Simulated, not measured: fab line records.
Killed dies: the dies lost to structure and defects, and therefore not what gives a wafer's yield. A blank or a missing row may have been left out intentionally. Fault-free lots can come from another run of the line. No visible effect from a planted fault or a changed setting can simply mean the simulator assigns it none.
Chamber matching || flow nand harc || NHARC_A_STAIRCASE_ALD_420 on ald hk-01 has 4 sister chambers
The step deposits SiO2, target thk 20 nm, pulse time 6 s, ald cycles 200. 27 wafers are shown with their chamber, then 12 later ones without.

WAFERS PAIRED WITH THEIR CHAMBERS
{"wafer": "L076.1", "chamber": 2, "heater power w (W)": 469, "precursor pulse height rel": 0.989}
{"wafer": "L076.2", "chamber": 0, "heater power w (W)": 413, "precursor pulse height rel": 1.006}
{"wafer": "L076.3", "chamber": 3, "heater power w (W)": 516, "precursor pulse height rel": 1.017}
{"wafer": "L078.1", "chamber": 3, "heater power w (W)": 515, "precursor pulse height rel": 0.993}
{"wafer": "L078.2", "chamber": 0, "heater power w (W)": 407, "precursor pulse height rel": 0.975}
{"wafer": "L078.6", "chamber": 2, "heater power w (W)": 472, "precursor pulse height rel": 0.984}
{"wafer": "L079.1", "chamber": 3, "heater power w (W)": 510, "precursor pulse height rel": 0.975}
{"wafer": "L079.2", "chamber": 0, "heater power w (W)": 405, "precursor pulse height rel": 1.010}
{"wafer": "L079.6", "chamber": 2, "heater power w (W)": 473, "precursor pulse height rel": 1.013}
{"wafer": "L080.1", "chamber": 0, "heater power w (W)": 410, "precursor pulse height rel": 1.051}
{"wafer": "L080.2", "chamber": 3, "heater power w (W)": 519, "precursor pulse height rel": 0.994}
{"wafer": "L080.4", "chamber": 1, "heater power w (W)": 528, "precursor pulse height rel": 0.989}
{"wafer": "L082.1", "chamber": 2, "heater power w (W)": 471, "precursor pulse height rel": 0.989}
{"wafer": "L082.4", "chamber": 1, "heater power w (W)": 541, "precursor pulse height rel": 0.999}
{"wafer": "L082.5", "chamber": 2, "heater power w (W)": 475, "precursor pulse height rel": 0.994}
{"wafer": "L086.2", "chamber": 3, "heater power w (W)": 518, "precursor pulse height rel": 0.987}
{"wafer": "L086.4", "chamber": 2, "heater power w (W)": 463, "precursor pulse height rel": 0.997}
{"wafer": "L086.6", "chamber": 3, "heater power w (W)": 514, "precursor pulse height rel": 0.988}
{"wafer": "L087.1", "chamber": 1, "heater power w (W)": 513, "precursor pulse height rel": 0.989}
{"wafer": "L087.2", "chamber": 2, "heater power w (W)": 458, "precursor pulse height rel": 1.015}
{"wafer": "L087.3", "chamber": 3, "heater power w (W)": 514, "precursor pulse height rel": 1.005}
{"wafer": "L089.3", "chamber": 1, "heater power w (W)": 513, "precursor pulse height rel": 1.010}
{"wafer": "L089.4", "chamber": 3, "heater power w (W)": 508, "precursor pulse height rel": 0.956}
{"wafer": "L089.6", "chamber": 1, "heater power w (W)": 512, "precursor pulse height rel": 0.994}
{"wafer": "L091.1", "chamber": 1, "heater power w (W)": 525, "precursor pulse height rel": 1.013}
{"wafer": "L091.4", "chamber": 0, "heater power w (W)": 397, "precursor pulse height rel": 1.012}
{"wafer": "L091.5", "chamber": 0, "heater power w (W)": 401, "precursor pulse height rel": 0.986}

SIGNATURES (averages over the wafers above)
{"reading": "heater power w", "chamber 0": 405.50, "chamber 1": 522.00, "chamber 2": 468.71, "chamber 3": 514.25, "scatter within a chamber": 7.1}
{"reading": "precursor pulse height rel", "chamber 0": 1.00667, "chamber 1": 0.99900, "chamber 2": 0.99729, "chamber 3": 0.98938, "scatter within a chamber": 0.0177}
Rule: a wafer's distance from a chamber is the root of the sum, over the readings, of the square of ((its reading less the chamber's mean) divided by the reading's scatter). If the next closest chamber is less than 2 further off than the closest, the wafer can't be placed; otherwise it belongs to the closest. The scatter is the square root of a quotient: the sum, over the shown wafers, of each reading's squared deviation from its chamber's mean, divided by wafers minus chambers.

WAFERS WHOSE CHAMBER IS MISSING
{"wafer": "L092.2", "heater power w (W)": 471, "precursor pulse height rel": 1.003}
{"wafer": "L092.3", "heater power w (W)": 400, "precursor pulse height rel": 1.008}
{"wafer": "L092.4", "heater power w (W)": 518, "precursor pulse height rel": 0.995}
{"wafer": "L093.2", "heater power w (W)": 529, "precursor pulse height rel": 0.991}
{"wafer": "L093.4", "heater power w (W)": 475, "precursor pulse height rel": 0.958}
{"wafer": "L093.6", "heater power w (W)": 458, "precursor pulse height rel": 1.000}
{"wafer": "L095.1", "heater power w (W)": 506, "precursor pulse height rel": 0.979}
{"wafer": "L095.4", "heater power w (W)": 399, "precursor pulse height rel": 1.002}
{"wafer": "L095.6", "heater power w (W)": 472, "precursor pulse height rel": 0.957}
{"wafer": "L097.2", "heater power w (W)": 459, "precursor pulse height rel": 1.002}
{"wafer": "L097.4", "heater power w (W)": 392, "precursor pulse height rel": 0.965}
{"wafer": "L097.6", "heater power w (W)": 485, "precursor pulse height rel": 1.023}

THE CHAMBER EACH PASSED THROUGH
{"wafer": "L092.2", "from the rows above": 2, "in truth": 2}
{"wafer": "L092.3", "from the rows above": 0, "in truth": 0}
{"wafer": "L092.4", "from the rows above": "can't be placed: 1 or 3", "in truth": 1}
{"wafer": "L093.2", "from the rows above": "can't be placed: 1 or 3", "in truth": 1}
{"wafer": "L093.4", "from the rows above": 2, "in truth": 2}
{"wafer": "L093.6", "from the rows above": 2, "in truth": 2}
{"wafer": "L095.1", "from the rows above": "can't be placed: 3 or 1", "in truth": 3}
{"wafer": "L095.4", "from the rows above": 0, "in truth": 0}
{"wafer": "L095.6", "from the rows above": 2, "in truth": 2}
{"wafer": "L097.2", "from the rows above": 2, "in truth": 2}
{"wafer": "L097.4", "from the rows above": 0, "in truth": 0}
{"wafer": "L097.6", "from the rows above": "can't be placed: 2 or 3", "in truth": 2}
Correct placement for 8 of the 12. These rows do not allow placing 4 (true chamber among the candidates in 4). Number placed wrongly: 0.
